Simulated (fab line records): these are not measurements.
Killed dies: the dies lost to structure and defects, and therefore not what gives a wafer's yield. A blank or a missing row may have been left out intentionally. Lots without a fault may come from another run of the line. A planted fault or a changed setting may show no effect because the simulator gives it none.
Comparing a struck lot with a sound one ; flow n5Finfet ; 37 steps out of a route of 1938
Sound: the wafers L617.1, L617.2, L617.5. Struck: wafers L621.2, L621.3. (L621.6 of the same lot was not struck and is left out.) The cause comes at the end.
Per side, at each step with rows, come the tool, then ch with its chambers, and then its first start. Under that, the readings that differ: sound wafers ; struck wafers ; difference of the means ; sigmas: that difference in standard deviations of wafers without a fault.
alike: readings with means less than 2 such deviations apart, plus words and numbers identical on both sides. not compared: withheld readings, readings lacking a value on some wafer, bounds such as >300 that could conceal the same value, and numbers that have no deviation in the record and whose values overlap.
The two part at a step that has a row with sigmas, a row that says differs or no value, or rows on one side only. Non-overlapping numbers with no deviation appear without sigmas and do not part them. A reading missing from all wafers of one side parts the sides only when that side holds two or more wafers.

first, 12 steps without rows for these wafers: N5_SD_EPI_P_ETCH_36 (etches SiARC in CF4, target depth 45.5 nm, time 75.8 s); N5_SD_EPI_P_ETCH_37 (etches SOC in N2/H2, overetch 108 nm, time 486 s); N5_SD_EPI_P_STRIP_38 (strips in N2/H2); N5_SD_EPI_P_ETCHBACK_46 (etches SiNx in CH3F/O2, stops on SiO2, target depth 17.5 nm); N5_SD_EPI_P_ETCH_47 (etches SiOCN in CH3F/O2, target depth 25 nm); N5_SD_EPI_P_ETCH_16 (etches SiO2 in CHF3/O2, target depth 5 nm); N5_SD_EPI_P_STRIP_50 (strips in CHF3/O2); N5_SD_EPI_P_SD_RECESS_17 (chemistry HBr/Cl2/O2, target depth 39.1 nm, bt time 3 s); N5_SD_EPI_P_WET_ETCH_45 (etches SiO2 in dHF, time 10.7 s, target depth 2 nm, rinse time 30 s); N5_SD_EPI_P_STRIP_40 (strips in N2/H2); N5_SD_EPI_P_PRECLEAN_52 (cleans in O3/DIW, time 60 s); N5_SD_EPI_P_SRD_20 (time 30 s).
N5_SD_EPI_P_PRECLEAN_51: cleans in NF3:NH3, afs cycles 1, time 20 s, sublimation time 60 s.
  sound on epiRpcvd-02 ch 0, day 3 17:44; struck on epiRpcvd-02 ch 0, day 4 21:53
  alike: chamberPressureTorr
then, 1 step without rows for these wafers: N5_SD_EPI_P_VAPOR_ETCH_44 (etches SiGe30 in NF3/Ar, time 3.3 s).
N5_SD_EPI_P_EPI_21: deposits SiGe:B, time 355 s.
  sound on epiRpcvd-02 ch 0, day 3 18:05; struck on epiRpcvd-02 ch 0, day 4 22:35
reading;sound;struck;difference;sigmas
model.SiGe-B_of_SD_EPI_P_EPI_21.thkNm (nm);61 61 61.2;50.4 51.2;-10.3;
  alike: chamberPressureTorr, lampInnerPct
N5_SD_EPI_P_EPI_MEAS_23:
  sound on filmMetro-01, day 3 20:17; struck on filmMetro-02, day 5 00:25
reading;sound;struck;difference;sigmas
thkNm (nm);60.8 62.2 61.0;51.2 52.0;-9.7;-8
then, 8 steps without rows for these wafers: N5_SD_EPI_P_HM_STRIP_48 (strips SiNx in H3PO4, material SiNx, target depth 3 nm); N5_SD_EPI_P_SRD_49 (time 30 s); N5_SD_EPI_P_PRECLEAN_24 (cleans in O3/DIW, time 45 s); N5_SD_EPI_P_PRECLEAN_32 (cleans in dHF, time 10 s); N5_SD_EPI_P_PRECLEAN_33 (cleans in SC2, time 45 s); N5_SD_EPI_P_SRD_25 (time 30 s); N5_SD_ACTIVATION_RTA_00 (time 0 s); N5_SD_ACTIVATION_LSA_01 (time 0.0008 s).
N5_SD_ACTIVATION_RS_MEAS_03: the measuring method here is four-point-probe.
  sound on filmMetro-01, day 3 20:54; struck on filmMetro-01, day 5 01:07
reading;sound;struck;difference;sigmas
RS_SD_P (ohm/sq);56.2 56.1 56.6;66.9 66.6;+10.4;+13
  alike: RS_SD_N
then, 10 steps without rows for these wafers: N5_ILD0_LINER_00 (material SiNx, target thk 4 nm, pulse time 1 s, purge time 2 s); N5_ILD0_FCVD_FILL_01 (material SiO2 flowable, target thk 200 nm, time 328.3 s); N5_ILD0_CURE_02 (time 1800 s); N5_ILD0_CMP_03 (polishes, stops on SiNx, t overpolish 1.9 s, target thk 197.38 nm); N5_ILD0_CMP_07 (polishes SiO2 flowable, stops on poly-Si, t overpolish 1.18 s, target thk 138.88 nm); N5_ILD0_PRECLEAN_10 (cleans in NF3:NH3, afs cycles 5, time 20 s, sublimation time 60 s); N5_ILD0_ALD_15 (deposits SiNx, target thk 24 nm, pulse time 1 s, ald cycles 480); N5_ILD0_CMP_12 (polishes SiNx, stops on poly-Si, t overpolish 6 s, target thk 17.67 nm); N5_SDB_HM_DEP_00 (deposits SiNx from SiH4/NH3/N2, target thk 40 nm, time 35.3 s); N5_SDB_COAT_03 (time 60 s, resist thk 100 nm).
N5_MOL_CONTACT_COAG_ETCH_110: etches Si in CF4/O2, target depth 2.5 nm, time 8 s.
  sound on rieDiel-02 ch 0,2,3, day 5 04:26; struck on rieDiel-02 ch 2,3, day 6 05:52
reading;sound;struck;difference;sigmas
model.SiGe-B_of_SD_EPI_P_EPI_21.thkNm (nm);58.2 58 58.4;48 48.8;-10;
  alike: drypumpMotorCurrentA, mfcArSccm, oesProductAu, rfVppV, showerheadPlenumPTorr, throttleValvePct
  not compared: rfHoursCounterH
-- here the record skips 3 days between the struck wafers' starts before and after, leaving off in module MOL_CONTACT_COAG and picking up in module BEOL_M4 (first step shown: number 1111 of the route) --
N5_BEOL_M4_RC_MEAS_101:
  sound on prober-01 ch 0, day 8 15:10; struck on prober-02 ch 0, day 9 16:24
reading;sound;struck;difference;sigmas
DIBL_P (mV/V);35.4 36.8 34.7;30.9 32.9;-3.7;-2
IOFF_P (nA/um);0.181 0.206 0.169;0.088 0.099;-0.092;-3
IOFF_P_85C (nA/um);3.2 3.5 3.1;1.7 1.9;-1.5;-3
IOFF_P_LIN (nA/um);0.087 0.095 0.085;0.045 0.050;-0.041;-3
IOFF_P_LONG (nA/um);9.3e-05 9.4e-05 9.2e-05;0.000136 0.000134;+0.000042;+5
ION_P (uA/um);453 459 455;410 407;-47;-8
REXT_P (ohm.um);99.4 98.9 99.0;141.5 142.4;+42.8;+23
RS_SD_P (ohm/sq);66.5 65.9 65.9;79.5 77.6;+12.4;+12
SS_P (mV/dec);73.2 73.4 73.3;71.6 71.7;-1.6;-3
VT_P (mV);-253 -252 -255;-269 -269;-16;-5
VT_P_LVT (mV);-102.2 -99.8 -102.0;-114.9 -113.9;-13.1;-6
  alike: DIBL_N, IOFF_N, ION_N, SS_N, VT_N

WHERE THEY PART
Earliest at N5_SD_EPI_P_EPI_MEAS_23; latest, in this record, at N5_BEOL_M4_RC_MEAS_101.

WHY: what had been put in by the simulator
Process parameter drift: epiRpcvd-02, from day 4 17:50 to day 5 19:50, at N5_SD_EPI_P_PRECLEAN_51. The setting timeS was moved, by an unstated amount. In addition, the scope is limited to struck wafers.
